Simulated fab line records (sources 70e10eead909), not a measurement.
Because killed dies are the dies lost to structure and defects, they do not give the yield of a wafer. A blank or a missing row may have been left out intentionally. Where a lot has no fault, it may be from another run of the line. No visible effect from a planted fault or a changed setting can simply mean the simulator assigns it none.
fab line records / flow nand-harc
[record] lots = 14 wafers = 42 last-day = 33
route steps=1302 shown A_CHANNEL_FILL_D1@517 A_DECK1_JOINT@542 A_ONON_D2@545
lots that met no fault: taken from a fault-free run of the same line
start-h: the number of hours between the record's first day and the start of the first shown wafer of the lot / wait-h: hours since the lot's step before / " the same as in the row above / L1.1+2: one row covering several wafers at once / - either no value or no given start / * or withheld: withheld / < > ~ a bound
route shown NAME@n: NAME is a module with steps in the file, n the number in the route of the first one / usual: mean and standard deviation over wafers with no fault / same: alike in all rows / chamber/n: place in a boat / sites: the reading at each site / _std_site: their standard deviation / _edge_site: the outer-site mean with the inner-site mean subtracted / radius-mm: how far each site lies from the wafer's centre / mask NAME#n: copy n / behind: tool/chamber where the wafer was last shaped / hold: the reason the lot was held/the length of the hold in hours/how it ended / device: the transistor (n, p or np) that didn't switch / end of line: the route-end tests of the same wafers / a step with no rows: only its recipe / killed: dies that structure and defects cost at the first sort, which is not the same as the wafer's yield / map: a wafer's dies, marking killed ones x, the rest . and places with no die _
set.NAME: the setting that was run; set.NAME@STEP: the one run at that earlier step / model.NAME: the simulator's own value behind a step, which no gauge read
steps of the route over a sample of lots; a table a step, a row a wafer
services: when a tool's chamber went out of use (start-h, in hours from the record's first day, below 0 if earlier), for how many hours, and the reason
[[steps]]
[step NHARC_A_CHANNEL_FILL_D1_INSPECT_13]
[usual] raw-defect-count = 307/110
lot.wafer=L575.2 tool=defect-inspect-02 chamber=- start-h=250.09 wait-h=0.0 raw-defect-count=471
lot.wafer=L575.3 tool=defect-inspect-02 chamber=- start-h=250.09 wait-h=0.0 raw-defect-count=263
lot.wafer=L575.5 tool=defect-inspect-02 chamber=- start-h=250.09 wait-h=0.0 raw-defect-count=503
lot.wafer=L576.3 tool=defect-inspect-01 chamber=- start-h=264.41 wait-h=0.0 raw-defect-count=343
lot.wafer=L576.5 tool=defect-inspect-01 chamber=- start-h=264.41 wait-h=0.0 raw-defect-count=287
lot.wafer=L576.6 tool=defect-inspect-01 chamber=- start-h=264.41 wait-h=0.0 raw-defect-count=427
lot.wafer=L577.3 tool=defect-inspect-01 chamber=- start-h=271.11 wait-h=0.0 raw-defect-count=550
lot.wafer=L577.4 tool=defect-inspect-01 chamber=- start-h=271.11 wait-h=0.0 raw-defect-count=390
lot.wafer=L577.5 tool=defect-inspect-01 chamber=- start-h=271.11 wait-h=0.0 raw-defect-count=263
lot.wafer=L579.1 tool=defect-inspect-02 chamber=- start-h=290.53 wait-h=0.0 raw-defect-count=263
lot.wafer=L579.4 tool=defect-inspect-02 chamber=- start-h=290.53 wait-h=0.0 raw-defect-count=110
lot.wafer=L579.6 tool=defect-inspect-02 chamber=- start-h=290.53 wait-h=0.0 raw-defect-count=114
lot.wafer=L578.2 tool=defect-inspect-01 chamber=- start-h=290.53 wait-h=0.0 raw-defect-count=332
lot.wafer=L578.3 tool=defect-inspect-01 chamber=- start-h=290.53 wait-h=0.0 raw-defect-count=234
lot.wafer=L578.5 tool=defect-inspect-01 chamber=- start-h=290.53 wait-h=0.0 raw-defect-count=283
lot.wafer=L581.1 tool=defect-inspect-02 chamber=- start-h=313.67 wait-h=0.0 raw-defect-count=431
lot.wafer=L581.2 tool=defect-inspect-02 chamber=- start-h=313.67 wait-h=0.0 raw-defect-count=294
lot.wafer=L581.3 tool=defect-inspect-02 chamber=- start-h=313.67 wait-h=0.0 raw-defect-count=242
lot.wafer=L580.2 tool=defect-inspect-01 chamber=- start-h=313.68 wait-h=0.0 raw-defect-count=286
lot.wafer=L580.4 tool=defect-inspect-01 chamber=- start-h=313.68 wait-h=0.0 raw-defect-count=298
lot.wafer=L580.6 tool=defect-inspect-01 chamber=- start-h=313.68 wait-h=0.0 raw-defect-count=355
lot.wafer=L583.3 tool=defect-inspect-01 chamber=- start-h=326.09 wait-h=0.0 raw-defect-count=508
lot.wafer=L583.4 tool=defect-inspect-01 chamber=- start-h=326.09 wait-h=0.0 raw-defect-count=390
lot.wafer=L583.5 tool=defect-inspect-01 chamber=- start-h=326.09 wait-h=0.0 raw-defect-count=360
lot.wafer=L584.2 tool=defect-inspect-02 chamber=- start-h=346.54 wait-h=0.0 raw-defect-count=205
lot.wafer=L584.5 tool=defect-inspect-02 chamber=- start-h=346.54 wait-h=0.0 raw-defect-count=200
lot.wafer=L584.6 tool=defect-inspect-02 chamber=- start-h=346.54 wait-h=0.0 raw-defect-count=314
lot.wafer=L586.1 tool=defect-inspect-01 chamber=- start-h=346.63 wait-h=0.0 raw-defect-count=496
lot.wafer=L586.2 tool=defect-inspect-01 chamber=- start-h=346.63 wait-h=0.0 raw-defect-count=386
lot.wafer=L586.5 tool=defect-inspect-01 chamber=- start-h=346.63 wait-h=0.0 raw-defect-count=497
lot.wafer=L588.2 tool=defect-inspect-02 chamber=- start-h=379.98 wait-h=0.0 raw-defect-count=252
lot.wafer=L588.5 tool=defect-inspect-02 chamber=- start-h=379.98 wait-h=0.0 raw-defect-count=195
lot.wafer=L588.6 tool=defect-inspect-02 chamber=- start-h=379.98 wait-h=0.0 raw-defect-count=355
lot.wafer=L590.1 tool=defect-inspect-01 chamber=- start-h=394.03 wait-h=0.0 raw-defect-count=220
lot.wafer=L590.4 tool=defect-inspect-01 chamber=- start-h=394.03 wait-h=0.0 raw-defect-count=156
lot.wafer=L590.5 tool=defect-inspect-01 chamber=- start-h=394.03 wait-h=0.0 raw-defect-count=134
lot.wafer=L592.1 tool=defect-inspect-01 chamber=- start-h=421.72 wait-h=0.0 raw-defect-count=326
lot.wafer=L592.5 tool=defect-inspect-01 chamber=- start-h=421.72 wait-h=0.0 raw-defect-count=271
lot.wafer=L592.6 tool=defect-inspect-01 chamber=- start-h=421.72 wait-h=0.0 raw-defect-count=614
lot.wafer=L597.1 tool=defect-inspect-01 chamber=- start-h=466.55 wait-h=0.0 raw-defect-count=139
lot.wafer=L597.3 tool=defect-inspect-01 chamber=- start-h=466.55 wait-h=0.0 raw-defect-count=88
lot.wafer=L597.6 tool=defect-inspect-01 chamber=- start-h=466.55 wait-h=0.0 raw-defect-count=121
[step NHARC_A_DECK1_JOINT_DEP_16]
[recipe] target-thk-a = 450 temp-c = 400 pressure-torr = 6.5 rf-w = 900 teos-flow-sccm = 161.4 flow-sccm = 2650 target-thk-nm = 45 gas = O2 material = SiO2
[usual] heater-power-w = 580/100 mfc-precursor-sccm = 161.4/0.49 throttle-valve-pct = 16.1/0.59
lot.wafer=L575.3 tool=pecvd-02 chamber=0 start-h=282.61 wait-h=0.1 heater-power-w=464 mfc-precursor-sccm=161.2 throttle-valve-pct=15.6
lot.wafer=L575.2 tool=pecvd-02 chamber=1 start-h=282.61 wait-h=0.1 heater-power-w=725 mfc-precursor-sccm=160.8 throttle-valve-pct=15.3
lot.wafer=L575.5 tool=pecvd-02 chamber=0 start-h=282.61 wait-h=0.1 heater-power-w=464 mfc-precursor-sccm=161.9 throttle-valve-pct=15.6
lot.wafer=L576.3 tool=pecvd-03 chamber=0 start-h=297.37 wait-h=0.2 heater-power-w=665 mfc-precursor-sccm=161.4 throttle-valve-pct=15.2
lot.wafer=L576.5 tool=pecvd-03 chamber=1 start-h=297.37 wait-h=0.2 heater-power-w=430 mfc-precursor-sccm=161.7 throttle-valve-pct=17.0
lot.wafer=L576.6 tool=pecvd-03 chamber=2 start-h=297.37 wait-h=0.2 heater-power-w=677 mfc-precursor-sccm=161.7 throttle-valve-pct=16.9
lot.wafer=L577.3 tool=pecvd-02 chamber=0 start-h=303.18 wait-h=0.1 heater-power-w=511 mfc-precursor-sccm=161.1 throttle-valve-pct=15.5
lot.wafer=L577.5 tool=pecvd-02 chamber=1 start-h=303.18 wait-h=0.1 heater-power-w=627 mfc-precursor-sccm=162.0 throttle-valve-pct=15.4
lot.wafer=L577.4 tool=pecvd-02 chamber=2 start-h=303.18 wait-h=0.1 heater-power-w=593 mfc-precursor-sccm=161.0 throttle-valve-pct=16.6
lot.wafer=L579.1 tool=pecvd-04 chamber=1 start-h=324.56 wait-h=0.1 heater-power-w=559 mfc-precursor-sccm=161.1 throttle-valve-pct=15.6
lot.wafer=L579.6 tool=pecvd-04 chamber=1 start-h=324.56 wait-h=0.1 heater-power-w=568 mfc-precursor-sccm=160.7 throttle-valve-pct=15.7
lot.wafer=L579.4 tool=pecvd-04 chamber=2 start-h=324.56 wait-h=0.1 heater-power-w=696 mfc-precursor-sccm=161.5 throttle-valve-pct=16.0
lot.wafer=L578.2 tool=pecvd-02 chamber=0 start-h=324.58 wait-h=0.1 heater-power-w=490 mfc-precursor-sccm=161.3 throttle-valve-pct=15.6
lot.wafer=L578.3 tool=pecvd-02 chamber=1 start-h=324.58 wait-h=0.1 heater-power-w=746 mfc-precursor-sccm=161.7 throttle-valve-pct=15.6
lot.wafer=L578.5 tool=pecvd-02 chamber=2 start-h=324.58 wait-h=0.1 heater-power-w=551 mfc-precursor-sccm=161.3 throttle-valve-pct=16.8
lot.wafer=L581.1 tool=pecvd-04 chamber=0 start-h=347.23 wait-h=0.1 heater-power-w=615 mfc-precursor-sccm=161.6 throttle-valve-pct=16.4
lot.wafer=L581.2 tool=pecvd-04 chamber=1 start-h=347.23 wait-h=0.1 heater-power-w=558 mfc-precursor-sccm=160.6 throttle-valve-pct=16.0
lot.wafer=L581.3 tool=pecvd-04 chamber=2 start-h=347.23 wait-h=0.1 heater-power-w=739 mfc-precursor-sccm=161.6 throttle-valve-pct=15.8
lot.wafer=L580.2 tool=pecvd-03 chamber=1 start-h=347.29 wait-h=0.1 heater-power-w=412 mfc-precursor-sccm=161.1 throttle-valve-pct=17.1
lot.wafer=L580.6 tool=pecvd-03 chamber=1 start-h=347.29 wait-h=0.1 heater-power-w=412 mfc-precursor-sccm=161.6 throttle-valve-pct=16.7
lot.wafer=L580.4 tool=pecvd-03 chamber=2 start-h=347.29 wait-h=0.1 heater-power-w=619 mfc-precursor-sccm=160.8 throttle-valve-pct=17.0
lot.wafer=L583.3 tool=pecvd-02 chamber=2 start-h=363.61 wait-h=0.1 heater-power-w=525 mfc-precursor-sccm=161.0 throttle-valve-pct=16.9
lot.wafer=L583.4 tool=pecvd-02 chamber=1 start-h=363.61 wait-h=0.1 heater-power-w=599 mfc-precursor-sccm=162.0 throttle-valve-pct=15.7
lot.wafer=L583.5 tool=pecvd-02 chamber=0 start-h=363.61 wait-h=0.1 heater-power-w=494 mfc-precursor-sccm=162.3 throttle-valve-pct=15.5
lot.wafer=L586.1 tool=pecvd-02 chamber=0 start-h=382.69 wait-h=0.1 heater-power-w=512 mfc-precursor-sccm=162.1 throttle-valve-pct=15.8
lot.wafer=L586.2 tool=pecvd-02 chamber=1 start-h=382.69 wait-h=0.1 heater-power-w=794 mfc-precursor-sccm=161.7 throttle-valve-pct=15.6
lot.wafer=L586.5 tool=pecvd-02 chamber=2 start-h=382.69 wait-h=0.1 heater-power-w=504 mfc-precursor-sccm=162.0 throttle-valve-pct=16.8
lot.wafer=L584.2 tool=pecvd-04 chamber=2 start-h=382.77 wait-h=0.1 heater-power-w=695 mfc-precursor-sccm=161.2 throttle-valve-pct=15.8
lot.wafer=L584.5 tool=pecvd-04 chamber=1 start-h=382.77 wait-h=0.1 heater-power-w=520 mfc-precursor-sccm=160.5 throttle-valve-pct=15.8
lot.wafer=L584.6 tool=pecvd-04 chamber=2 start-h=382.77 wait-h=0.1 heater-power-w=722 mfc-precursor-sccm=161.9 throttle-valve-pct=16.0
lot.wafer=L588.2 tool=pecvd-04 chamber=1 start-h=420.17 wait-h=0.1 heater-power-w=555 mfc-precursor-sccm=161.1 throttle-valve-pct=16.3
lot.wafer=L588.5 tool=pecvd-04 chamber=0 start-h=420.17 wait-h=0.1 heater-power-w=664 mfc-precursor-sccm=161.0 throttle-valve-pct=16.5
lot.wafer=L588.6 tool=pecvd-04 chamber=1 start-h=420.17 wait-h=0.1 heater-power-w=566 mfc-precursor-sccm=161.2 throttle-valve-pct=16.2
lot.wafer=L590.1 tool=pecvd-03 chamber=2 start-h=428.25 wait-h=0.1 heater-power-w=525 mfc-precursor-sccm=160.9 throttle-valve-pct=16.8
lot.wafer=L590.5 tool=pecvd-03 chamber=2 start-h=428.25 wait-h=0.1 heater-power-w=527 mfc-precursor-sccm=161.4 throttle-valve-pct=17.0
lot.wafer=L590.4 tool=pecvd-03 chamber=1 start-h=428.25 wait-h=0.1 heater-power-w=425 mfc-precursor-sccm=161.4 throttle-valve-pct=17.0
lot.wafer=L592.1 tool=pecvd-02 chamber=2 start-h=455.61 wait-h=0.2 heater-power-w=542 mfc-precursor-sccm=161.9 throttle-valve-pct=16.6
lot.wafer=L592.6 tool=pecvd-02 chamber=2 start-h=455.61 wait-h=0.2 heater-power-w=544 mfc-precursor-sccm=161.3 throttle-valve-pct=16.9
lot.wafer=L592.5 tool=pecvd-02 chamber=0 start-h=455.61 wait-h=0.2 heater-power-w=561 mfc-precursor-sccm=161.0 throttle-valve-pct=15.5
lot.wafer=L597.3 tool=pecvd-04 chamber=1 start-h=498.75 wait-h=0.2 heater-power-w=552 mfc-precursor-sccm=161.4 throttle-valve-pct=15.6
lot.wafer=L597.1 tool=pecvd-04 chamber=0 start-h=498.75 wait-h=0.2 heater-power-w=664 mfc-precursor-sccm=161.5 throttle-valve-pct=16.2
lot.wafer=L597.6 tool=pecvd-04 chamber=0 start-h=498.75 wait-h=0.2 heater-power-w=672 mfc-precursor-sccm=160.9 throttle-valve-pct=16.1
[step NHARC_A_ONON_D2_DEP_00]
[recipe] target-thk-a = 10000 n2-flow-sccm = 2750 n2o-flow-sccm = 2000 nh3-flow-sccm = 500 sih4-flow-sccm = 210 temp-c = 400
lot.wafer=L575.2+3+5 tool=pecvd-onon-02 chamber=0 start-h=283.02 wait-h=0.1
lot.wafer=L576.3+5+6 tool=pecvd-onon-01 chamber=0 start-h=297.87 wait-h=0.2
lot.wafer=L577.3+4+5 tool=pecvd-onon-03 chamber=0 start-h=303.67 wait-h=0.2
lot.wafer=L579.1+4+6 tool=pecvd-onon-02 chamber=0 start-h=324.94 wait-h=0.1
lot.wafer=L578.2+3+5 tool=pecvd-onon-03 chamber=0 start-h=325.01 wait-h=0.1
lot.wafer=L581.1+2+3 tool=pecvd-onon-02 chamber=0 start-h=347.62 wait-h=0.1
lot.wafer=L580.2+4+6 tool=pecvd-onon-03 chamber=0 start-h=347.70 wait-h=0.1
lot.wafer=L583.3+4+5 tool=pecvd-onon-01 chamber=0 start-h=364.08 wait-h=0.2
lot.wafer=L586.1+2+5 tool=pecvd-onon-02 chamber=0 start-h=383.04 wait-h=0.1
lot.wafer=L584.2+5+6 tool=pecvd-onon-01 chamber=0 start-h=383.21 wait-h=0.2
lot.wafer=L588.2+5+6 tool=pecvd-onon-02 chamber=0 start-h=420.55 wait-h=0.1
lot.wafer=L590.1+4+5 tool=pecvd-onon-02 chamber=0 start-h=428.63 wait-h=0.1
lot.wafer=L592.1+5+6 tool=pecvd-onon-03 chamber=0 start-h=455.96 wait-h=0.1
lot.wafer=L597.1+3+6 tool=pecvd-onon-03 chamber=0 start-h=499.13 wait-h=0.1
[step NHARC_A_ONON_D2_THK_MEAS_02]
[recipe] thk-meas-gauge = ellipsometry
[usual] thk-nm = 1000/8.2
lot.wafer=L575.2 tool=film-metro-01 chamber=- start-h=283.47 wait-h=- thk-nm=1012
lot.wafer=L575.3 tool=film-metro-01 chamber=- start-h=283.47 wait-h=- thk-nm=1012
lot.wafer=L575.5 tool=film-metro-01 chamber=- start-h=283.47 wait-h=- thk-nm=1012
lot.wafer=L576.3 tool=film-metro-02 chamber=- start-h=298.27 wait-h=- thk-nm=991
lot.wafer=L576.5 tool=film-metro-02 chamber=- start-h=298.27 wait-h=- thk-nm=990
lot.wafer=L576.6 tool=film-metro-02 chamber=- start-h=298.27 wait-h=- thk-nm=990
lot.wafer=L577.3 tool=film-metro-01 chamber=- start-h=304.06 wait-h=- thk-nm=994
lot.wafer=L577.4 tool=film-metro-01 chamber=- start-h=304.06 wait-h=- thk-nm=994
lot.wafer=L577.5 tool=film-metro-01 chamber=- start-h=304.06 wait-h=- thk-nm=995
lot.wafer=L579.1 tool=film-metro-02 chamber=- start-h=325.45 wait-h=- thk-nm=998
lot.wafer=L579.4 tool=film-metro-02 chamber=- start-h=325.45 wait-h=- thk-nm=996
lot.wafer=L579.6 tool=film-metro-02 chamber=- start-h=325.45 wait-h=- thk-nm=996
lot.wafer=L578.2 tool=film-metro-01 chamber=- start-h=325.46 wait-h=- thk-nm=1009
lot.wafer=L578.3 tool=film-metro-01 chamber=- start-h=325.46 wait-h=- thk-nm=1008
lot.wafer=L578.5 tool=film-metro-01 chamber=- start-h=325.46 wait-h=- thk-nm=1008
lot.wafer=L581.1 tool=film-metro-01 chamber=- start-h=348.12 wait-h=- thk-nm=983
lot.wafer=L581.2 tool=film-metro-01 chamber=- start-h=348.12 wait-h=- thk-nm=984
lot.wafer=L581.3 tool=film-metro-01 chamber=- start-h=348.12 wait-h=- thk-nm=984
lot.wafer=L580.2 tool=film-metro-02 chamber=- start-h=348.16 wait-h=- thk-nm=990
lot.wafer=L580.4 tool=film-metro-02 chamber=- start-h=348.16 wait-h=- thk-nm=989
lot.wafer=L580.6 tool=film-metro-02 chamber=- start-h=348.16 wait-h=- thk-nm=990
lot.wafer=L583.3 tool=film-metro-02 chamber=- start-h=364.48 wait-h=- thk-nm=990
lot.wafer=L583.4 tool=film-metro-02 chamber=- start-h=364.48 wait-h=- thk-nm=990
lot.wafer=L583.5 tool=film-metro-02 chamber=- start-h=364.48 wait-h=- thk-nm=990
lot.wafer=L586.1 tool=film-metro-01 chamber=- start-h=383.55 wait-h=- thk-nm=1002
lot.wafer=L586.2 tool=film-metro-01 chamber=- start-h=383.55 wait-h=- thk-nm=1003
lot.wafer=L586.5 tool=film-metro-01 chamber=- start-h=383.55 wait-h=- thk-nm=1001
lot.wafer=L584.2 tool=film-metro-01 chamber=- start-h=383.67 wait-h=- thk-nm=1004
lot.wafer=L584.5 tool=film-metro-01 chamber=- start-h=383.67 wait-h=- thk-nm=1005
lot.wafer=L584.6 tool=film-metro-01 chamber=- start-h=383.67 wait-h=- thk-nm=1005
lot.wafer=L588.2 tool=film-metro-01 chamber=- start-h=421.00 wait-h=- thk-nm=1007
lot.wafer=L588.5 tool=film-metro-01 chamber=- start-h=421.00 wait-h=- thk-nm=929
lot.wafer=L588.6 tool=film-metro-01 chamber=- start-h=421.00 wait-h=- thk-nm=1009
lot.wafer=L590.1 tool=film-metro-02 chamber=- start-h=429.13 wait-h=- thk-nm=918
lot.wafer=L590.4 tool=film-metro-02 chamber=- start-h=429.13 wait-h=- thk-nm=1000
lot.wafer=L590.5 tool=film-metro-02 chamber=- start-h=429.13 wait-h=- thk-nm=917
lot.wafer=L592.1 tool=film-metro-01 chamber=- start-h=456.48 wait-h=- thk-nm=994
lot.wafer=L592.5 tool=film-metro-01 chamber=- start-h=456.48 wait-h=- thk-nm=994
lot.wafer=L592.6 tool=film-metro-01 chamber=- start-h=456.48 wait-h=- thk-nm=995
lot.wafer=L597.1 tool=film-metro-02 chamber=- start-h=499.64 wait-h=- thk-nm=1001
lot.wafer=L597.3 tool=film-metro-02 chamber=- start-h=499.64 wait-h=- thk-nm=1002
lot.wafer=L597.6 tool=film-metro-02 chamber=- start-h=499.64 wait-h=- thk-nm=1004
[[services]]
tool=pecvd-04 chamber=- start-h=269.31 hours=13.0 kind=pm
tool=pecvd-04 chamber=0 start-h=269.31 hours=13.0 kind=vent-cycle
tool=pecvd-04 chamber=1 start-h=269.31 hours=13.0 kind=vent-cycle
tool=pecvd-04 chamber=2 start-h=269.31 hours=13.0 kind=vent-cycle
tool=pecvd-onon-01 chamber=- start-h=269.35 hours=13.0 kind=pm
tool=pecvd-04 chamber=0 start-h=282.31 hours=- kind=clean
tool=pecvd-04 chamber=1 start-h=282.31 hours=- kind=clean
tool=pecvd-04 chamber=2 start-h=282.31 hours=- kind=clean
tool=pecvd-04 chamber=- start-h=321.99 hours=1.5 kind=repair
tool=pecvd-02 chamber=- start-h=360.07 hours=1.2 kind=repair
tool=pecvd-03 chamber=- start-h=366.00 hours=13.0 kind=pm
tool=pecvd-onon-02 chamber=- start-h=366.00 hours=13.0 kind=pm
tool=pecvd-02 chamber=- start-h=408.17 hours=13.0 kind=pm
tool=pecvd-02 chamber=0 start-h=408.17 hours=13.0 kind=vent-cycle
tool=pecvd-02 chamber=1 start-h=408.17 hours=13.0 kind=vent-cycle
tool=pecvd-02 chamber=2 start-h=408.17 hours=13.0 kind=vent-cycle
tool=pecvd-onon-03 chamber=- start-h=408.19 hours=13.0 kind=pm
tool=pecvd-02 chamber=0 start-h=421.17 hours=- kind=clean
tool=pecvd-02 chamber=1 start-h=421.17 hours=- kind=clean
tool=pecvd-02 chamber=2 start-h=421.17 hours=- kind=clean
tool=pecvd-04 chamber=- start-h=450.48 hours=13.0 kind=pm
tool=pecvd-onon-01 chamber=- start-h=450.58 hours=13.0 kind=pm
tool=pecvd-03 chamber=0 start-h=454.19 hours=3.5 kind=repair
tool=pecvd-03 chamber=- start-h=480.61 hours=0.3 kind=repair
[[key]]
[first-sign] step = NHARC_A_ONON_D2_THK_MEAS_02 reading = thk-nm direction = down sigmas = 9.6 usual = 1000 struck = 921
effect none on later readings
met-at NHARC_A_ONON_D2_DEP_00
struck-lots L588,L590
struck-wafers L588.5,L590.1,L590.5
later-rows-left-out L588.5,L590.1,L590.5
sort-left-out L588.5,L590.1,L590.5
tester-left-out L588,L590
not-acting-at NHARC_A_CHANNEL_FILL_D1_INSPECT_13,NHARC_A_DECK1_JOINT_DEP_16
onset-between 383.04 420.55
[fault] kind = process-parameter-drift tool = pecvd-onon-02 chamber = - onset-h = 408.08 steps = NHARC_A_ONON_D2_DEP_00 channel = target-thk-a offset = * shape = step end-h = 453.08 scope = struck-wafers-only acts-in = * stated = *
// tester-left-out: of these lots the tester's yield and bins aren't shown, on N5 and GAA mostly nor the transistor test; their killed dies are dies lost to structure and defects alone, not to doping, threshold or leakage, so they don't give the yield
// sort-left-out: the simulated sort isn't trusted on such a fault, so these wafers' sort isn't shown, and their yield isn't known
// later-rows-left-out: the simulator's readings of these wafers behind a module that went badly wrong aren't trusted and aren't shown, but for the sort
